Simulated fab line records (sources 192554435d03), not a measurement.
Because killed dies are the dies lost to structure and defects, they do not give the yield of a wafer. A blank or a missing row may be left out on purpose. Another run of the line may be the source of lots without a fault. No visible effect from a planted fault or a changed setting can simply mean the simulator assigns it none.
fab line records ; flow n5Finfet
record lots=8; wafers=23; lastDay=19
route steps=1938 shown GATE_CUT@477 BEOL_M4@1111 PASSIVATION@1936
lots that met no fault: taken from a fault-free run of the same line
startH: hours from the record's first day to the start of the lot's first wafer shown ; waitH: how many hours have passed since the lot's step before this one ; " unchanged from the row above ; L1.1+2: several wafers, shown together as one row ; - either no value or no given start ; * or withheld: withheld ; < > ~ a bound
route shown NAME@n: NAME is a module with steps in the file, n the number in the route of the first one ; usual: the fault-free wafers' mean and standard deviation ; same: alike in all rows ; chamber/n: place in a boat ; sites: the reading at each site ; _std_site: the values' standard deviation ; _edge_site: mean of outer sites minus mean of inner sites ; radiusMm: how far each site lies from the wafer's centre ; mask NAME#n: copy n ; behind: the last tool/chamber to shape the wafer ; hold: cause of the lot's hold/its duration in hours/its outcome ; device: the transistor (n, p or np) that didn't switch ; end of line: tests of these same wafers at the route's end ; a step with no rows: only its recipe ; killed: the dies lost at the first sort to structure and to defects; this is not the yield of the wafer ; map: the dies of a wafer, with x for killed, . for not killed, _ for no die there
set.NAME: the run value of the setting; set.NAME@STEP: its run value at that earlier step ; model.NAME: the simulator's own value behind a step, which no gauge read
steps of the route over a sample of lots; a table a step, a row a wafer
services: a tool's chamber out of use, with start hour (startH, from the record's first day; less than 0 if before it), hours out, and reason
## steps
# step N5_GATE_CUT_HM_DEP_46
# recipe material=SiO2; targetThkA=1300; tempC=400; precursor=TEOS/O2; pressureTorr=6.5; rfW=900; teosFlowSccm=161.4; gas=O2; flowSccm=2650; timeS=26.6
# usual heaterPowerOuterW=320/82; heaterPowerW=565/97; showerheadPlenumPTorr=8.35/0.038; throttleValvePct=18.4/0.98
lot.wafer;tool;chamber;startH;waitH;heaterPowerOuterW;heaterPowerW;showerheadPlenumPTorr;throttleValvePct
L696.1;pecvd-03;2;99.73;0.0;278;515;8.36;16.5
L696.4;pecvd-03;1;99.73;0.0;207;429;8.32;19.3
L696.5;pecvd-03;0;99.73;0.0;377;681;8.33;18.7
L698.1;pecvd-03;2;109.70;0.0;271;507;8.38;16.2
L698.3;pecvd-03;1;109.70;0.0;222;448;8.33;19.7
L698.4;pecvd-03;2;109.70;0.0;278;527;8.38;16.3
L699.1;pecvd-02;0;118.73;0.0;287;514;8.38;19.1
L699.4;pecvd-02;0;118.73;0.0;294;499;8.35;19.0
L699.6;pecvd-02;2;118.73;0.0;320;619;8.39;18.6
L703.2;pecvd-02;2;141.66;0.0;400;719;8.38;19.0
L703.6;pecvd-02;2;141.66;0.0;268;533;8.38;18.7
L709.2;pecvd-03;2;176.51;0.0;261;516;8.38;16.7
L709.3;pecvd-03;1;176.51;0.0;247;474;8.31;19.3
L709.6;pecvd-03;2;176.51;0.0;265;503;8.36;16.6
L710.3;pecvd-04;0;182.50;0.0;374;603;8.38;19.4
L710.4;pecvd-04;1;182.50;0.0;291;536;8.27;18.1
L710.5;pecvd-04;0;182.50;0.0;364;590;8.36;19.4
L713.1;pecvd-03;2;201.07;0.0;309;539;8.39;16.7
L713.4;pecvd-03;0;201.07;0.0;413;703;8.33;18.9
L713.6;pecvd-03;1;201.07;0.0;202;415;8.33;19.4
L716.2;pecvd-03;2;222.87;0.0;317;577;8.39;16.6
L716.4;pecvd-03;2;222.87;0.0;203;432;8.35;16.8
L716.5;pecvd-03;0;222.87;0.0;355;646;8.35;18.9
# step N5_GATE_CUT_INSPECT_15
# recipe mode=adi; inspectInstrument=brightfield
# usual rawDefectCount=120/41
lot.wafer;tool;chamber;startH;waitH;rawDefectCount
L696.1;defectInspect-01;-;100.28;0.1;90
L696.4;defectInspect-01;-;100.28;0.1;108
L696.5;defectInspect-01;-;100.28;0.1;87
L698.1;defectInspect-01;-;110.14;0.1;112
L698.3;defectInspect-01;-;110.14;0.1;75
L698.4;defectInspect-01;-;110.14;0.1;97
L699.1;defectInspect-02;-;119.15;0.1;216
L699.4;defectInspect-02;-;119.15;0.1;120
L699.6;defectInspect-02;-;119.15;0.1;127
L703.2;defectInspect-01;-;142.21;0.0;122
L703.6;defectInspect-01;-;142.21;0.0;132
L709.2;defectInspect-02;-;177.06;0.0;158
L709.3;defectInspect-02;-;177.06;0.0;115
L709.6;defectInspect-02;-;177.06;0.0;248
L710.3;defectInspect-01;-;183.05;0.0;59
L710.4;defectInspect-01;-;183.05;0.0;144
L710.5;defectInspect-01;-;183.05;0.0;58
L713.1;defectInspect-01;-;201.62;0.1;241
L713.4;defectInspect-01;-;201.62;0.1;78
L713.6;defectInspect-01;-;201.62;0.1;133
L716.2;defectInspect-01;-;223.29;0.0;102
L716.4;defectInspect-01;-;223.29;0.0;56
L716.5;defectInspect-01;-;223.29;0.0;79
# step N5_GATE_CUT_ETCH_28
# recipe chemistry=N2/H2; target=underlayer; targetDepthA=130; maskMaterial=CAR-EUV; timeS=10.4; ionEnergyEv=200; pressureMtorr=30; sourceW=840; biasW=150; n2FlowSccm=200; h2FlowSccm=200; ends=cleared
# usual drypumpMotorCurrentA=5.8/0.49; etchRfOnTimeS=10.29/0.26; n2FlowSccm=200.0/0.58; oesProductAu=0.68/0.074; rfVppV=524/3.1; showerheadPlenumPTorr=2.54/0.11; throttleValvePct=17.98/0.19
lot.wafer;tool;chamber;startH;waitH;drypumpMotorCurrentA;etchRfOnTimeS;n2FlowSccm;oesProductAu;rfHoursCounterH;rfVppV;showerheadPlenumPTorr;throttleValvePct
L696.1;rieDiel-05;0;100.35;0.0;5.8;10.64;199.7;0.60;229;521;2.49;18.11
L696.4;rieDiel-05;2;100.35;0.0;6.0;10.15;199.7;0.67;117;528;2.67;18.29
L696.5;rieDiel-05;0;100.35;0.0;5.8;10.51;198.8;0.61;-;523;2.49;18.11
L698.1;rieDiel-06;0;110.27;0.0;5.3;9.90;199.1;0.69;101;518;2.36;18.03
L698.3;rieDiel-06;3;110.27;0.0;6.0;10.55;200.9;0.61;177;521;2.41;18.01
L698.4;rieDiel-06;2;110.27;0.0;6.1;10.90;200.4;0.57;248;526;2.61;18.31
L699.1;rieDiel-02;1;119.22;0.0;6.6;10.32;199.6;0.81;6;528;2.72;17.78
L699.4;rieDiel-02;0;119.22;0.0;6.1;10.09;200.4;0.61;230;526;2.62;17.80
L699.6;rieDiel-02;1;119.22;0.0;6.6;10.29;200.3;0.80;-;528;2.72;17.75
L703.2;rieDiel-02;2;142.28;0.0;5.3;9.95;199.9;0.71;104;520;2.45;17.80
L703.6;rieDiel-02;2;142.28;0.0;5.3;10.05;200.8;0.70;-;522;2.45;17.80
L709.2;rieDiel-02;1;177.13;0.0;6.5;10.26;199.2;0.77;21;529;2.71;17.78
L709.3;rieDiel-02;0;177.13;0.0;6.1;10.13;200.5;0.60;244;525;2.62;17.82
L709.6;rieDiel-02;2;177.13;0.0;5.3;10.04;200.7;0.70;-;521;2.45;17.81
L710.3;rieDiel-06;2;183.12;0.0;6.1;10.66;200.0;0.80;11;525;2.60;17.89
L710.4;rieDiel-06;3;183.12;0.0;6.0;10.36;200.1;0.61;197;521;2.40;18.04
L710.5;rieDiel-06;3;183.12;0.0;6.0;10.33;200.8;0.61;-;519;2.40;18.03
L713.1;rieDiel-02;2;202.04;0.0;5.3;10.14;200.3;0.69;120;521;2.45;17.83
L713.4;rieDiel-02;3;202.04;0.0;5.3;10.14;199.8;0.77;-;525;2.59;18.18
L713.6;rieDiel-02;2;202.04;0.0;5.3;10.06;200.2;0.68;-;521;2.45;17.83
L716.2;rieDiel-05;0;223.36;0.0;5.8;10.26;198.9;0.82;6;521;2.48;17.76
L716.4;rieDiel-05;3;223.36;0.0;5.2;10.53;199.0;0.60;215;524;2.52;17.68
L716.5;rieDiel-05;0;223.36;0.0;5.8;10.23;199.5;0.83;-;524;2.48;17.74
# step N5_GATE_CUT_HM_OPEN_40
# recipe chemistry=C4F6/O2; target=SiO2; maskMaterial=SiARC; targetDepthA=1390; timeS=85.1; ionEnergyEv=250; pressureMtorr=30; sourceW=345; biasW=185; Ar_flow_sccm=300; C4F6_flow_sccm=10; O2_flow_sccm=10; ends=cleared
# usual drypumpMotorCurrentA=5.8/0.49; etchRfOnTimeS=94.2/2.2; oes_ar_750_au=0.79/0.083; oesProductAu=0.71/0.079; rfVppV=672/11; showerheadPlenumPTorr=2.84/0.11; throttleValvePct=21.05/0.24
lot.wafer;tool;chamber;startH;waitH;drypumpMotorCurrentA;etchRfOnTimeS;oes_ar_750_au;oesProductAu;rfHoursCounterH;rfVppV;showerheadPlenumPTorr;throttleValvePct
L696.1;rieDiel-05;0;100.48;0.0;5.8;97.8;0.71;0.64;229;666;2.82;21.22
L696.4;rieDiel-05;2;100.48;0.0;6.0;97.1;0.78;0.71;117;658;2.98;21.37
L696.5;rieDiel-05;0;100.48;0.0;5.8;97.6;0.71;0.64;-;665;2.82;21.21
L698.1;rieDiel-06;0;110.40;0.0;5.3;93.6;0.80;0.72;101;661;2.64;21.12
L698.3;rieDiel-06;3;110.40;0.0;6.0;96.9;0.73;0.65;177;688;2.74;21.26
L698.4;rieDiel-06;2;110.40;0.0;6.1;97.0;0.67;0.61;248;675;2.90;21.31
L699.1;rieDiel-02;1;119.35;0.0;6.5;90.3;0.93;0.85;6;688;3.01;20.68
L699.4;rieDiel-02;0;119.35;0.0;6.2;90.9;0.71;0.64;230;665;2.94;20.76
L699.6;rieDiel-02;1;119.35;0.0;6.5;95.0;0.94;0.84;-;687;3.01;20.68
L703.2;rieDiel-02;2;142.40;0.0;5.3;57.8;0.81;0.73;104;685;2.77;20.97
L703.6;rieDiel-02;2;142.40;0.0;5.3;93.4;0.82;0.74;-;685;2.77;20.98
L709.2;rieDiel-02;1;177.26;0.0;6.6;94.2;0.90;0.81;21;688;3.00;20.68
L709.3;rieDiel-02;0;177.26;0.0;6.1;94.3;0.71;0.63;244;665;2.93;20.77
L709.6;rieDiel-02;2;177.26;0.0;5.3;92.5;0.81;0.74;-;685;2.76;21.01
L710.3;rieDiel-06;2;183.25;0.0;6.1;95.4;0.92;0.84;11;674;2.89;20.95
L710.4;rieDiel-06;3;183.25;0.0;6.0;96.1;0.71;0.64;197;689;2.73;21.28
L710.5;rieDiel-06;3;183.25;0.0;6.0;96.4;0.72;0.64;-;690;2.73;21.28
L713.1;rieDiel-02;2;202.17;0.0;5.3;92.0;0.80;0.73;120;686;2.76;21.00
L713.4;rieDiel-02;3;202.17;0.0;5.2;94.0;0.89;0.81;-;669;2.90;21.25
L713.6;rieDiel-02;2;202.17;0.0;5.3;93.7;0.79;0.73;-;685;2.76;21.02
L716.2;rieDiel-05;0;223.49;0.0;5.8;92.5;0.95;0.88;6;666;2.81;20.91
L716.4;rieDiel-05;3;223.49;0.0;5.1;96.0;0.71;0.63;215;671;2.81;20.65
L716.5;rieDiel-05;0;223.49;0.0;5.8;91.6;0.95;0.88;-;667;2.81;20.92
# step N5_GATE_CUT_VAPOR_ETCH_51
# recipe chemistry=BCl3/Cl2; target=HfO2; mode=isotropic
# usual drypumpMotorCurrentA=5.3/0.39; oesProductAu=0.76/0.13
lot.wafer;tool;chamber;startH;waitH;drypumpMotorCurrentA;oesProductAu
L696.1;rieMetal-03;1;100.95;0.0;5.4;0.83
L696.4;rieMetal-03;1;100.95;0.0;5.3;0.84
L696.5;rieMetal-03;1;100.95;0.0;5.4;0.83
L698.1;rieMetal-03;1;110.87;0.0;5.4;0.83
L698.3;rieMetal-03;0;110.87;0.0;5.0;0.94
L698.4;rieMetal-03;1;110.87;0.0;5.4;0.84
L699.1;rieMetal-03;0;119.82;0.0;5.0;0.93
L699.4;rieMetal-03;0;119.82;0.0;5.0;0.94
L699.6;rieMetal-03;1;119.82;0.0;5.4;0.83
L703.2;rieMetal-03;0;142.87;0.0;5.0;0.92
L703.6;rieMetal-03;0;142.87;0.0;5.0;0.92
L709.2;rieMetal-01;1;177.73;0.0;5.6;0.61
L709.3;rieMetal-01;0;177.73;0.0;4.8;0.58
L709.6;rieMetal-01;0;177.73;0.0;4.8;0.59
L710.3;rieMetal-01;1;183.73;0.0;5.6;0.61
L710.4;rieMetal-01;0;183.73;0.0;4.8;0.59
L710.5;rieMetal-01;1;183.73;0.0;5.6;0.60
L713.1;rieMetal-02;0;202.64;0.0;5.9;0.81
L713.4;rieMetal-02;1;202.64;0.0;5.1;0.90
L713.6;rieMetal-02;1;202.64;0.0;5.1;0.90
L716.2;rieMetal-02;1;223.96;0.0;5.1;0.89
L716.4;rieMetal-02;0;223.96;0.0;5.9;0.80
L716.5;rieMetal-02;0;223.96;0.0;5.9;0.81
# step N5_GATE_CUT_THK_MEAS_24
# recipe reads=SiO2_of_GATE_CUT_HM_DEP_46+SiO2_flowable_of_ILD0_FCVD_FILL_01
# usual GC_FILL_THK=220.8/2.2
lot.wafer;tool;chamber;startH;waitH;GC_FILL_THK[nm]
L696.1;filmMetro-02;-;102.96;-;223.9
L696.4;filmMetro-02;-;102.96;-;227.4
L696.5;filmMetro-02;-;102.96;-;225.5
L698.1;filmMetro-02;-;112.86;-;219.0
L698.3;filmMetro-02;-;112.86;-;221.0
L698.4;filmMetro-02;-;112.86;-;221.4
L699.1;filmMetro-01;-;121.81;-;217.1
L699.4;filmMetro-01;-;121.81;-;217.5
L699.6;filmMetro-01;-;121.81;-;220.7
L703.2;filmMetro-02;-;145.07;-;168.7
L703.6;filmMetro-02;-;145.07;-;222.0
L709.2;filmMetro-01;-;179.72;-;221.8
L709.3;filmMetro-01;-;179.72;-;222.2
L709.6;filmMetro-01;-;179.72;-;222.2
L710.3;filmMetro-01;-;185.82;-;220.4
L710.4;filmMetro-01;-;185.82;-;223.8
L710.5;filmMetro-01;-;185.82;-;223.7
L713.1;filmMetro-02;-;204.62;-;219.3
L713.4;filmMetro-02;-;204.62;-;222.4
L713.6;filmMetro-02;-;204.62;-;223.0
L716.2;filmMetro-01;-;226.41;-;220.5
L716.4;filmMetro-01;-;226.41;-;222.5
L716.5;filmMetro-01;-;226.41;-;220.2
# step N5_BEOL_M4_RC_MEAS_101
# usual DIBL_N=35.8/1.7; DIBL_P=35.3/2; IOFF_N=0.150/0.026; IOFF_P=0.194/0.029; ION_N=667/11; ION_P=456/7.1; SS_N=71.4/0.65; SS_P=73.1/0.64; VT_N=251/3; VT_P=-252/3.2
lot.wafer;tool;chamber;startH;waitH;DIBL_N[mV/V];DIBL_P[mV/V];IOFF_N[nA/um];IOFF_P[nA/um];ION_N[uA/um];ION_P[uA/um];SS_N[mV/dec];SS_P[mV/dec];VT_N[mV];VT_P[mV]
L696.1;prober-02;0;223.98;0.0;36.1;36.4;0.148;0.197;663;452;71.0;73.3;252;-252
L696.4;prober-02;0;223.98;0.0;36.0;36.0;0.150;0.196;671;462;71.1;73.4;253;-255
L696.5;prober-02;0;223.98;0.0;37.7;37.8;0.173;0.228;666;457;72.4;74.0;247;-250
L698.1;prober-02;0;244.26;0.0;36.4;35.5;0.157;0.188;673;457;71.0;72.8;251;-249
L698.3;prober-02;0;244.26;0.0;37.6;37.3;0.187;0.220;688;463;71.5;73.7;246;-249
L698.4;prober-02;0;244.26;0.0;34.9;33.0;0.123;0.159;658;450;70.8;73.2;256;-253
L699.1;prober-02;0;248.07;0.0;33.9;32.9;0.125;0.150;669;448;71.4;72.4;255;-255
L699.4;prober-02;0;248.07;0.0;31.8;31.0;0.097;0.135;644;443;69.8;72.2;256;-257
L699.6;prober-02;0;248.07;0.0;34.2;33.7;0.125;0.157;662;453;71.0;72.5;253;-254
L703.2;prober-01;0;277.01;0.2;34.5;36.0;0.148;0.217;665;464;71.5;73.9;250;-247
L703.6;prober-01;0;277.01;0.2;35.6;36.7;0.175;0.238;671;462;71.9;73.8;247;-246
L710.3;prober-01;0;313.59;0.3;34.5;34.0;0.121;0.179;650;454;71.1;73.7;254;-250
L710.4;prober-01;0;313.59;0.3;34.4;32.9;0.116;0.167;656;451;70.8;72.8;255;-255
L710.5;prober-01;0;313.59;0.3;36.1;35.3;0.143;0.204;668;455;71.9;72.8;253;-251
L709.2;prober-02;0;313.86;0.2;36.2;37.5;0.165;0.234;667;458;71.4;74.2;244;-247
L709.3;prober-02;0;313.86;0.2;37.0;36.5;0.162;0.206;678;464;71.6;73.9;249;-249
L709.6;prober-02;0;313.86;0.2;35.2;35.8;0.137;0.201;659;459;71.2;73.3;250;-250
L713.1;prober-01;0;335.82;0.0;36.1;35.1;0.165;0.231;666;467;71.9;72.7;245;-246
L713.4;prober-01;0;335.82;0.0;38.2;36.6;0.209;0.262;691;470;71.8;73.3;243;-244
L713.6;prober-01;0;335.82;0.0;34.3;31.9;0.121;0.186;652;458;70.9;72.6;251;-251
L716.2;prober-02;0;347.74;0.2;37.6;35.2;0.177;0.217;680;463;71.3;73.9;248;-248
L716.4;prober-02;0;347.74;0.2;36.5;35.3;0.159;0.212;669;461;70.4;72.7;250;-250
L716.5;prober-02;0;347.74;0.2;36.8;36.0;0.167;0.225;679;464;71.2;73.7;250;-252
# step N5_PASSIVATION_PROBE_49
# usual defectLimitedYield=91.5/1.4; killed_at_M0_to_M3=34/11; killed_at_M4_up=15/6; killedAtContacts=11/5.9; killedAtFrontEnd=37/11; killedAtOther=3.6/2.9; killedDies=101/17; killedOpen=66/12; killedShort=33/7.8; sort_bin_5_function=5.0/0.97; sort_bin_6_memory=3.2/0.65; sortNPass=1079/17; sortYieldPct=91.4/1.4
# same grossDies=1180; killedAtBackSide=0; sort_bin_4_leakage[%]=0; sort_bin_8_speed[%]=0
lot.wafer;tool;chamber;startH;waitH;defectLimitedYield[%];killed_at_M0_to_M3;killed_at_M4_up;killedAtContacts;killedAtFrontEnd;killedAtOther;killedDies;killedOpen;killedShort;sort_bin_5_function[%];sort_bin_6_memory[%];sortNPass;sortYieldPct[%]
L696.1;prober-01;-;327.62;0.0;92.5;24;6;2;52;4;88;56;28;4.2;3.0;1092;92.5
L696.4;prober-01;-;327.77;0.2;92.0;39;10;12;27;6;94;65;28;5.2;2.5;1086;92.0
L696.5;prober-01;-;327.82;0.2;91.6;33;11;11;36;8;99;70;26;5.3;2.7;1081;91.6
L698.1;prober-01;-;349.32;0.0;88.9;46;19;10;54;2;131;88;40;6.6;4.1;1049;88.9
L698.3;prober-01;-;349.42;0.1;89.7;39;18;4;58;2;121;63;55;5.8;4.1;1059;89.7
L698.4;prober-01;-;349.47;0.2;91.7;41;16;8;32;1;98;69;29;5.6;2.5;1082;91.7
L699.1;prober-02;-;354.61;0.0;93.6;16;20;9;29;1;75;56;17;3.7;2.4;1105;93.6
L699.4;prober-02;-;354.76;0.2;93.1;27;15;6;34;0;82;50;29;4.2;2.6;1098;93.1
L699.6;prober-02;-;354.86;0.3;92.4;29;13;5;43;0;90;60;27;3.7;3.5;1090;92.4
L703.2;prober-01;-;381.43;0.1;89.9;31;9;15;62;2;119;89;29;6.9;3.0;1061;89.9
L703.6;prober-01;-;381.63;0.3;89.3;48;13;15;50;0;126;85;38;6.4;3.6;1054;89.3
L710.3;prober-01;-;418.54;0.1;92.6;31;23;16;11;6;87;55;29;4.3;2.9;1093;92.6
L710.4;prober-01;-;418.59;0.2;88.6;57;10;15;42;10;134;88;42;7.1;3.7;1046;88.6
L710.5;prober-01;-;418.64;0.2;91.7;30;19;12;33;4;98;65;31;5.2;2.9;1082;91.7
L709.2;prober-01;-;423.70;0.1;93.0;19;4;19;36;5;83;49;32;3.3;3.6;1097;93.0
L709.3;prober-01;-;423.75;0.1;91.4;29;16;12;40;5;102;60;39;5.5;3.0;1078;91.4
L709.6;prober-01;-;423.90;0.3;93.7;19;11;6;36;2;74;46;25;3.4;2.5;1106;93.7
L713.1;prober-01;-;445.31;0.0;91.7;36;20;8;30;4;98;63;34;4.8;3.3;1082;91.7
L713.4;prober-01;-;445.46;0.2;91.9;25;11;10;43;6;95;61;31;4.6;3.1;1085;91.9
L713.6;prober-01;-;445.56;0.3;90.5;38;22;10;38;4;112;76;35;5.9;3.4;1068;90.5
L716.2;prober-02;-;462.00;0.1;90.2;41;14;20;36;5;116;77;35;5.9;3.7;1064;90.2
L716.4;prober-02;-;462.10;0.2;90.0;29;17;26;35;11;118;82;34;5.9;3.9;1062;90.0
L716.5;prober-02;-;462.15;0.2;93.1;22;13;13;31;3;82;57;24;4.4;2.4;1098;93.1
# killed by level:class
L696.1 STI_FIN_REVEAL:geometricParticle:open=13 DUMMY_GATE:geometricParticle:open=9 FIN_SAQP:geometricParticle:short=7 FIN_SAQP:geometricParticle:open=6 BEOL_M3:geometricParticle:open=6 BEOL_M0_SAQP:geometricParticle:open=6 STARTING-WAFER:geometricParticle:short=6 GATE_CUT:geometricParticle:short=5
L696.4 BEOL_M2:geometricParticle:open=14 MOL_CONTACT_COAG:geometricParticle:open=8 BEOL_M0_SAQP:geometricParticle:open=7 FIN_SAQP:geometricParticle:open=6 DUMMY_GATE:geometricParticle:open=6 BEOL_M3:geometricParticle:open=6 BEOL_M0_SAQP:geometricParticle:short=5 BEOL_M2:geometricParticle:short=4
L696.5 MOL_CONTACT_COAG:geometricParticle:open=11 DUMMY_GATE:geometricParticle:open=8 BEOL_M0_SAQP:geometricParticle:open=7 BEOL_M3:geometricParticle:open=7 FIN_SAQP:geometricParticle:short=6 BEOL_M1:geometricParticle:open=6 BEOL_M4:geometricParticle:open=6 FIN_SAQP:geometricParticle:open=5
L698.1 BEOL_M0_SAQP:geometricParticle:open=15 STI_FIN_REVEAL:geometricParticle:open=14 FIN_SAQP:geometricParticle:open=11 BEOL_M3:geometricParticle:open=10 BEOL_M0_SAQP:geometricParticle:short=9 FIN_SAQP:geometricParticle:short=7 BEOL_M4:geometricParticle:open=7 MOL_CONTACT_COAG:geometricParticle:open=6
L698.3 FIN_SAQP:geometricParticle:short=14 BEOL_M0_SAQP:geometricParticle:short=11 BEOL_M0_SAQP:geometricParticle:open=10 BEOL_M4:geometricParticle:open=9 GATE_CUT:geometricParticle:short=8 STARTING-WAFER:geometricParticle:short=8 BEOL_M2:geometricParticle:open=7 BEOL_M3:geometricParticle:open=7
L698.4 BEOL_M0_SAQP:geometricParticle:open=12 BEOL_M3:geometricParticle:open=10 BEOL_M0_SAQP:geometricParticle:short=8 FIN_SAQP:geometricParticle:open=7 STI_FIN_REVEAL:geometricParticle:open=7 MOL_CONTACT_COAG:geometricParticle:open=7 BEOL_M4:geometricParticle:open=5 STARTING-WAFER:geometricParticle:short=5
L699.1 BEOL_M4:geometricParticle:open=10 FIN_SAQP:geometricParticle:open=9 MOL_CONTACT_COAG:geometricParticle:open=7 GATE_CUT:geometricParticle:open=5 GATE_CUT:geometricParticle:short=4 BEOL_M6:geometricParticle:open=4 BEOL_M1:geometricParticle:open=4 BEOL_M2:geometricParticle:open=4
L699.4 BEOL_M2:geometricParticle:short=9 MOL_CONTACT_COAG:geometricParticle:open=6 FIN_SAQP:geometricParticle:short=5 BEOL_M4:geometricParticle:open=5 STARTING-WAFER:geometricParticle:open=5 STI_FIN_REVEAL:geometricParticle:open=4 GATE_CUT:geometricParticle:open=4 BEOL_M2:geometricParticle:open=4
L699.6 FIN_SAQP:geometricParticle:short=10 BEOL_M4:geometricParticle:open=8 STI_FIN_REVEAL:geometricParticle:open=7 DUMMY_GATE:geometricParticle:open=7 BEOL_M3:geometricParticle:open=7 BEOL_M0_SAQP:geometricParticle:open=6 BEOL_M2:geometricParticle:short=6 FIN_SAQP:geometricParticle:open=5
L703.2 FIN_SAQP:geometricParticle:open=29 MOL_CONTACT_COAG:geometricParticle:open=13 FIN_SAQP:geometricParticle:short=8 BEOL_M3:geometricParticle:open=8 STI_FIN_REVEAL:geometricParticle:open=7 BEOL_M0_SAQP:geometricParticle:short=6 BEOL_M2:geometricParticle:open=6 BEOL_M5:geometricParticle:open=4
L703.6 FIN_SAQP:geometricParticle:short=13 BEOL_M0_SAQP:geometricParticle:open=13 FIN_SAQP:geometricParticle:open=11 MOL_CONTACT_COAG:geometricParticle:open=11 BEOL_M3:geometricParticle:open=9 STI_FIN_REVEAL:geometricParticle:open=8 BEOL_M0_SAQP:geometricParticle:short=8 BEOL_M1:geometricParticle:open=8
L710.3 MOL_CONTACT_COAG:geometricParticle:open=12 BEOL_M4:geometricParticle:open=9 BEOL_M3:geometricParticle:open=6 BEOL_M2:geometricParticle:open=5 MOL_CONTACT_COAG:geometricParticle:short=4 BEOL_M0_SAQP:geometricParticle:short=4 BEOL_M2:geometricParticle:short=4 STARTING-WAFER:geometricParticle:short=4
L710.4 MOL_CONTACT_COAG:geometricParticle:open=14 BEOL_M0_SAQP:geometricParticle:open=13 STI_FIN_REVEAL:geometricParticle:open=12 BEOL_M0_SAQP:geometricParticle:short=12 FIN_SAQP:geometricParticle:open=11 BEOL_M2:geometricParticle:open=7 BEOL_M3:geometricParticle:open=6 STARTING-WAFER:geometricParticle:short=6
L710.5 DUMMY_GATE:geometricParticle:open=10 MOL_CONTACT_COAG:geometricParticle:open=9 BEOL_M4:geometricParticle:open=8 BEOL_M0_SAQP:geometricParticle:open=8 BEOL_M0_SAQP:geometricParticle:short=6 STI_FIN_REVEAL:geometricParticle:open=5 BEOL_M3:geometricParticle:open=5 BEOL_M1:geometricParticle:open=4
L709.2 MOL_CONTACT_COAG:geometricParticle:open=13 FIN_SAQP:geometricParticle:short=12 STI_FIN_REVEAL:geometricParticle:open=8 BEOL_M0_SAQP:geometricParticle:open=8 MOL_CONTACT_COAG:geometricParticle:short=5 BEOL_M0_SAQP:geometricParticle:short=4 STARTING-WAFER:geometricParticle:open=4 FIN_SAQP:geometricParticle:open=3
L709.3 BEOL_M2:geometricParticle:open=10 STI_FIN_REVEAL:geometricParticle:open=8 MOL_CONTACT_COAG:geometricParticle:open=8 BEOL_M4:geometricParticle:open=8 FIN_SAQP:geometricParticle:short=6 STI_FIN_REVEAL:geometricParticle:short=4 BEOL_M0_SAQP:geometricParticle:short=4 SPACER0:geometricParticle:open=4
L709.6 FIN_SAQP:geometricParticle:short=7 FIN_SAQP:geometricParticle:open=7 MOL_CONTACT_COAG:geometricParticle:open=6 BEOL_M0_SAQP:geometricParticle:open=5 BEOL_M4:geometricParticle:open=5 BEOL_M2:geometricParticle:open=4 STI_FIN_REVEAL:geometricParticle:open=3 ILD0:geometricParticle:open=3
L713.1 BEOL_M2:geometricParticle:open=11 MOL_CONTACT_COAG:geometricParticle:open=8 STARTING-WAFER:geometricParticle:open=6 BEOL_M4:geometricParticle:open=6 FIN_SAQP:geometricParticle:open=5 BEOL_M1:geometricParticle:open=5 BEOL_M5:geometricParticle:short=4 BEOL_M0_SAQP:geometricParticle:short=4
L713.4 FIN_SAQP:geometricParticle:short=10 BEOL_M4:geometricParticle:open=9 FIN_SAQP:geometricParticle:open=7 GATE_CUT:geometricParticle:short=7 STARTING-WAFER:geometricParticle:open=7 MOL_CONTACT_COAG:geometricParticle:open=6 BEOL_M0_SAQP:geometricParticle:short=6 BEOL_M2:geometricParticle:open=5
L713.6 BEOL_M0_SAQP:geometricParticle:open=9 BEOL_M2:geometricParticle:open=8 FIN_SAQP:geometricParticle:short=7 MOL_CONTACT_COAG:geometricParticle:open=7 BEOL_M4:geometricParticle:open=7 FIN_SAQP:geometricParticle:open=6 BEOL_M0_SAQP:geometricParticle:short=6 BEOL_M0:geometricParticle:open=6
L716.2 MOL_CONTACT_COAG:geometricParticle:open=13 STI_FIN_REVEAL:geometricParticle:open=12 BEOL_M3:geometricParticle:open=10 FIN_SAQP:geometricParticle:open=8 BEOL_M0_SAQP:geometricParticle:open=8 BEOL_M0_SAQP:geometricParticle:short=7 FIN_SAQP:geometricParticle:short=6 MOL_CONTACT_COAG:geometricParticle:short=6
L716.4 MOL_CONTACT_COAG:geometricParticle:open=21 BEOL_M3:geometricParticle:open=16 BEOL_M4:geometricParticle:open=8 FIN_SAQP:geometricParticle:open=6 STI_FIN_REVEAL:geometricParticle:open=6 MOL_CONTACT_COAG:geometricParticle:short=5 BEOL_M0_SAQP:geometricParticle:short=5 MIM_BOT:geometricParticle:short=5
L716.5 MOL_CONTACT_COAG:geometricParticle:open=11 BEOL_M3:geometricParticle:open=9 STI_FIN_REVEAL:geometricParticle:open=7 BEOL_M4:geometricParticle:open=6 FIN_SAQP:geometricParticle:open=4 FIN_SAQP:geometricParticle:short=4 BEOL_M0_SAQP:geometricParticle:open=4 STARTING-WAFER:geometricParticle:open=4
## services
tool;chamber;startH;hours;kind
rieDiel-06;2;76.37;23.5;repair
pecvd-03;2;101.61;3.9;repair
rieMetal-02;1;102.76;13.0;repair
pecvd-03;0;103.00;14.9;repair
rieDiel-06;0;117.80;3.6;repair
rieDiel-06;2;121.62;-;clean
rieDiel-06;2;121.62;-;consumableReplace:focusRing
rieDiel-06;2;121.62;13.3;scheduledDown
rieDiel-06;2;121.62;13.3;ventCycle
rieMetal-01;-;122.63;0.3;repair
pecvd-02;0;125.05;9.5;repair
pecvd-03;0;130.09;5.5;scheduledDown
rieDiel-02;-;145.67;1.1;repair
rieDiel-06;3;177.16;1.4;repair
pecvd-03;-;179.32;2.1;repair
rieDiel-05;0;186.26;-;clean
rieDiel-06;1;192.14;6.6;repair
rieDiel-02;0;198.85;-;clean
rieDiel-02;0;198.85;-;consumableReplace:focusRing
rieDiel-02;0;198.85;22.0;scheduledDown
rieDiel-02;0;198.85;22.0;ventCycle
rieMetal-02;-;204.92;0.7;repair
rieDiel-06;3;210.04;5.9;repair
rieDiel-05;-;215.11;2.8;pm
## key
firstSign step=N5_GATE_CUT_HM_OPEN_40; reading=etchRfOnTimeS; direction=down; sigmas=16; usual=*; struck=*
effect step=N5_GATE_CUT_THK_MEAS_24; reading=GC_FILL_THK; direction=down; sigmas=24; usual=220.8; struck=168.7
metAt N5_GATE_CUT_HM_DEP_46
struckLots L703
struckWafers L703.2
notActingAt N5_GATE_CUT_INSPECT_15,N5_GATE_CUT_ETCH_28,N5_GATE_CUT_VAPOR_ETCH_51
onsetBetween 118.73 141.66
fault kind=processParameterDrift; tool=pecvd-02; chamber=-; onsetH=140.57; steps=N5_GATE_CUT_HM_DEP_46; channel=timeS; offset=*; shape=step; endH=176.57; scope=struckWafersOnly; actsIn=*; stated=*
